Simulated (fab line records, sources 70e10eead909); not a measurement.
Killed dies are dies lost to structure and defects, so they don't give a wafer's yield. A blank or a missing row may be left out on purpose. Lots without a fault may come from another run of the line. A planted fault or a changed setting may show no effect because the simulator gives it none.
A struck lot beside a sound one | flow nand_harc | 37 steps out of a route of 1159
Sound: wafers L485.1, L485.2, L485.6. Struck: wafers L477.3, L477.5, L477.6. The cause comes at the end.
At each step with rows: each side's tool, then ch and its chambers, then its first start. Under that, the readings that differ: sound wafers | struck wafers | difference of the means | sigmas: that difference in standard deviations of wafers without a fault.
alike: readings whose means differ by less than 2 such deviations, and words and numbers that are the same on both sides. not compared: withheld readings, readings that some wafer has no value for, bounds like >300 that may hide the same value, and numbers for which the record gives no deviation and whose values overlap.
The two part at a step that has a row with sigmas, a row that says differs or no value, or rows on one side only. Numbers that don't overlap but have no deviation are shown without sigmas and don't part them. A reading that every wafer of one side lacks parts them only if that side has two wafers or more.

first, 9 steps without rows for these wafers: NHARC_A_CHANNEL_HOLE_D1_DEP_00 (deposits aC, target thk 3100 nm); NHARC_A_CHANNEL_HOLE_D1_DEP_01 (deposits SiON, target thk 140 nm); NHARC_A_CHANNEL_HOLE_D1_DEHYDRATE_02 (time 120 s); NHARC_A_CHANNEL_HOLE_D1_HMDS_03 (time 30 s); NHARC_A_CHANNEL_HOLE_D1_COAT_36 (time 75 s); NHARC_A_CHANNEL_HOLE_D1_COAT_37 (time 65 s); NHARC_A_CHANNEL_HOLE_D1_COAT_04 (resist thk 90 nm); NHARC_A_CHANNEL_HOLE_D1_SOFTBAKE_05 (time 55 s); NHARC_A_CHANNEL_HOLE_D1_EBR_06.
NHARC_A_CHANNEL_HOLE_D1_EXPOSE_07: exposes mask HOLE D1, target cd 100 nm.
  sound on arfi_scanner-01 ch 0, day 12 23:47; struck on arfi_scanner-03 ch 0, day 11 11:41
  reading              | sound             | struck            | difference | sigmas
  exposure_dose_mJ_cm2 | 59.60 59.65 59.62 | 68.58 68.57 68.61 | +8.96      | +99 or more
  alike: mask
then, 2 steps without rows for these wafers: NHARC_A_CHANNEL_HOLE_D1_PEB_08 (peb time 65 s); NHARC_A_CHANNEL_HOLE_D1_DEVELOP_09 (develop time 35 s).
NHARC_A_CHANNEL_HOLE_D1_CD_MEAS_10: target cd 100 nm.
  sound on cd_sem-01 ch 0, day 12 23:56; struck on cd_sem-01 ch 0, day 11 11:50
  reading    | sound           | struck            | difference | sigmas
  cd_nm (nm) | 100.0 99.2 99.0 | 105.1 105.1 106.6 | +6.2       | +9
NHARC_A_CHANNEL_HOLE_D1_DESCUM_15: chemistry O2, time 3 s.
  sound on rie_diel-05 ch 1,2,3, day 13 00:08; struck on rie_diel-02 ch 1,2,3, day 11 12:01
  reading                            | sound           | struck            | difference | sigmas
  model.A_CHANNEL_HOLE_D1.cd_nm (nm) | 100.4 100 98.62 | 105.8 104.9 105.6 | +5.8       |
  alike: drypump_motor_current_A, oes_product_au, rf_vpp_V, showerhead_plenum_p_Torr, throttle_valve_pct
  not compared: rf_hours_counter_h
then, 16 steps without rows for these wafers: NHARC_A_CHANNEL_HOLE_D1_ETCH_38 (etches the open film in CF4, target depth 39 nm, time 65 s); NHARC_A_CHANNEL_HOLE_D1_ETCH_39 (etches the open film in N2/H2, target depth 260 nm, time 325 s); NHARC_A_CHANNEL_HOLE_D1_ETCH_34 (etches the open film in CF4/CHF3, target depth 154 nm, time 77 s); NHARC_A_CHANNEL_HOLE_D1_ETCH_16 (etches the open film in O2/COS, target depth 3100 nm, time 806 s); NHARC_A_CHANNEL_HOLE_D1_ETCH_19 (etches the open film in C4F8/O2/Ar, time 34.5 s); NHARC_A_CHANNEL_HOLE_D1_ETCH_20 (etches the open film in C4F8/O2/Ar, time 361.9 s, target depth 1600 nm); NHARC_A_CHANNEL_HOLE_D1_ETCH_21 (etches the open film in C4F8/O2/Ar, time 514.3 s, target depth 1600 nm); NHARC_A_CHANNEL_HOLE_D1_ETCH_22 (etches the open film in C4F8/O2/Ar, time 666.7 s, target depth 1600 nm); NHARC_A_CHANNEL_HOLE_D1_ETCH_23 (etches the open film in C4F8/O2/Ar, time 819 s, target depth 1600 nm); NHARC_A_CHANNEL_HOLE_D1_ETCH_24 (etches the open film in C4F8/O2/Ar, time 906.2 s, target depth 1500 nm); NHARC_A_CHANNEL_HOLE_D1_ETCH_25 (etches the open film in C4F8/O2/Ar, time 1040.2 s, target depth 1500 nm); NHARC_A_CHANNEL_HOLE_D1_ETCH_26 (etches the open film in C4F8/O2/Ar, time 224.1 s, target depth 300 nm); NHARC_A_CHANNEL_HOLE_D1_ETCH_33 (etches the open film in C4F8/O2/Ar, time 90 s, target depth 400 nm); NHARC_A_CHANNEL_HOLE_D1_STRIP_41 (strips in N2/H2); NHARC_A_CHANNEL_HOLE_D1_STRIP_42 (strips in CF4/CHF3); NHARC_A_CHANNEL_HOLE_D1_STRIP_43 (strips in O2/COS).
NHARC_A_CHANNEL_HOLE_D1_ETCH_44: etches the open film in CF4/O2, target depth 140 nm, overetch 14 nm, time 77 s.
  sound on rie_diel-07 ch 0,1,3, day 13 08:26; struck on rie_diel-05 ch 0,1,3, day 11 18:11
  reading                            | sound             | struck            | difference | sigmas
  model.A_CHANNEL_HOLE_D1.cd_nm (nm) | 92.93 90.56 89.34 | 94.56 94.61 94.88 | +3.74      |
  alike: drypump_motor_current_A, oes_product_au, rf_vpp_V, showerhead_plenum_p_Torr, throttle_valve_pct
  not compared: rf_hours_counter_h
then, 3 steps without rows for these wafers: NHARC_A_CHANNEL_HOLE_D1_STRIP_27 (strips in O2); NHARC_A_CHANNEL_HOLE_D1_PRECLEAN_28 (cleans in SC1); NHARC_A_CHANNEL_HOLE_D1_SRD_29.
NHARC_A_CHANNEL_HOLE_D1_CD_MEAS_30:
  sound on cd_sem-03, day 13 09:17; struck on cd_sem-01, day 11 18:58
  reading    | sound          | struck         | difference | sigmas
  cd_nm (nm) | 92.5 90.1 89.3 | 94.9 94.7 95.8 | +4.5       | +3
NHARC_A_CHANNEL_HOLE_D1_XSEM_31:
  sound on xsem-02 ch 0, day 13 09:22; struck on xsem-01 ch 0, day 11 19:04
  reading        | sound          | struck         | difference | sigmas
  bot_cd_nm (nm) | 77.4 74.1 73.6 | 78.5 79.1 81.0 | +4.5       | +2
  bow_nm (nm)    | 8.91 8.88 8.91 | 8.28 8.24 8.28 | -0.63      | -3
  alike: tilt_deg
-- the record jumps here: 11 days lie between the struck wafers' starts before and after (it left off in module A_CHANNEL_HOLE_D1 and takes up again in module END, whose first step shown is number 1159 of the route) --
NHARC_END_SORT_01:
  the record has rows for the struck wafers here (prober-02 ch 0, day 22 14:59) and none for the sound ones

WHERE THEY PART
First at NHARC_A_CHANNEL_HOLE_D1_EXPOSE_07; last, within this record, at NHARC_END_SORT_01.

WHY: what the simulator had put in
Process parameter drift: arfi_scanner-03, from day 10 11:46 on, at NHARC_A_CHANNEL_HOLE_D1_EXPOSE_07. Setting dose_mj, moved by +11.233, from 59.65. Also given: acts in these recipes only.
